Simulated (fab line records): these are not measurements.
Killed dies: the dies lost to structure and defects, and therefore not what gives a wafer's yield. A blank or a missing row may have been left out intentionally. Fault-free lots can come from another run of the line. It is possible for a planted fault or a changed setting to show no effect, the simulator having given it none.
Problem report, 8D (eight disciplines) form, completed by code | flow n5Finfet | the parts of the form that need people (team, actions taken, sign-off) are left out

## 1. THE PROBLEM
At N5_HKMG_FIN_ETCH_32, rfFwdPowerW averages 333.4 W over 6 wafers from 2 lots, while fault-free wafers read 838.1 W, standard deviation 2.3. That is -99 or more standard deviations from the usual mean.
The step: etches SOC in N2/H2, target depth 240 nm, time 300 s.
The first sign was on wafer L668.1 at day 8 05:58, on rieDiel-06. The record has a number at this step for 31 wafers belonging to 11 lots. By rule, "out" or "out of limits" means more than 4 standard deviations away from the usual mean. The rest of the wafers with a number are treated as sound.

## 2. WHAT IT IS; WHAT IT IS NOT
question                    | is                     | is not
which readings at this step | rfFwdPowerW, rfVppV    | drypumpMotorCurrentA, showerheadPlenumPTorr, throttleValvePct
which lots                  | L668, L669             | L656, L658, L659, L661, L662, L670, L673, L674, L675
which wafers of those lots  | all that have a number | -
read on which tools         | rieDiel-06             | rieDiel-01, rieDiel-03
when                        | from day 8 05:58       | up to then (14 sound wafers); but 11 sound wafers of L670, L673, L674, L675 came after

## 3. SUSPECTS, AND WHAT RULES EACH OUT
Counting: any tool at a process step up to the reading is kept as a suspect provided that every lot that is out went through it and no sound lot did after the first of them.
- aldMetal-01 at N5_HKMG_FIN_ALD_36 (deposits TiN, target thk 1 nm, pulse time 1 s, purge time 3 s): ruled out as a lasting fault. The sound lots L670, L674, L675 went through it after L668, its earliest lot that is out (day 8 04:38).
- rieDiel-06 at N5_HKMG_FIN_DESCUM_17 (chemistry O2, time 7.9 s): kept. It ran every lot that is out, first L668 (day 8 05:52), and no sound lot after that; its last sound lot up to then is L661 (day 6 15:11).
- rieDiel-06 at N5_HKMG_FIN_ETCH_32 (etches SOC in N2/H2, target depth 240 nm, time 300 s): kept. It ran every lot that is out, first L668 (day 8 05:58), and no sound lot after that; its last sound lot up to then is L661 (day 6 15:16). Its own readings are out on those wafers: rfFwdPowerW, rfVppV.
After counting, rieDiel-06 at N5_HKMG_FIN_DESCUM_17 and rieDiel-06 at N5_HKMG_FIN_ETCH_32 remain.

## 4. THE CAUSE (what the simulator had put in)
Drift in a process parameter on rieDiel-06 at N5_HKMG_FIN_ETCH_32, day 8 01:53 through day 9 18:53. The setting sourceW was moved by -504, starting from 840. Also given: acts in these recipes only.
Counting leaves 2 suspects; this tool is one of them.

## 5. SEQUENCE OF EFFECTS, ordered by route
Each row: a reading whose mean over the struck wafers that have a number lies more than 3 standard deviations from the usual. Readings are gone through only where the record gives a usual standard deviation; hours: the median, over the lots, of the time from a lot's start at the first step in this table giving one to that lot's start at this step; sigmas: the change measured in usual standard deviations.
hours | step                | reading      | usual     | on struck wafers | change | sigmas
0     | N5_HKMG_FIN_ETCH_32 | oesProductAu | 0.77 a.u. | 0.50             | -0.27  | -3.9
0     | N5_HKMG_FIN_ETCH_32 | rfFwdPowerW  | 838.1 W   | 333.4            | -504.7 | -99 or more
0     | N5_HKMG_FIN_ETCH_32 | rfVppV       | 524.2 V   | 705.4            | +181.2 | +91
Here are the process steps it includes:
- N5_HKMG_FIN_ETCH_32: etches SOC in N2/H2, target depth 240 nm, time 300 s.

## 6. WHAT WOULD HAVE CAUGHT IT SOONER
4 hours passed between the start of the fault at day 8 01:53 and the first reading out of limits in this record, taken at day 8 05:58.
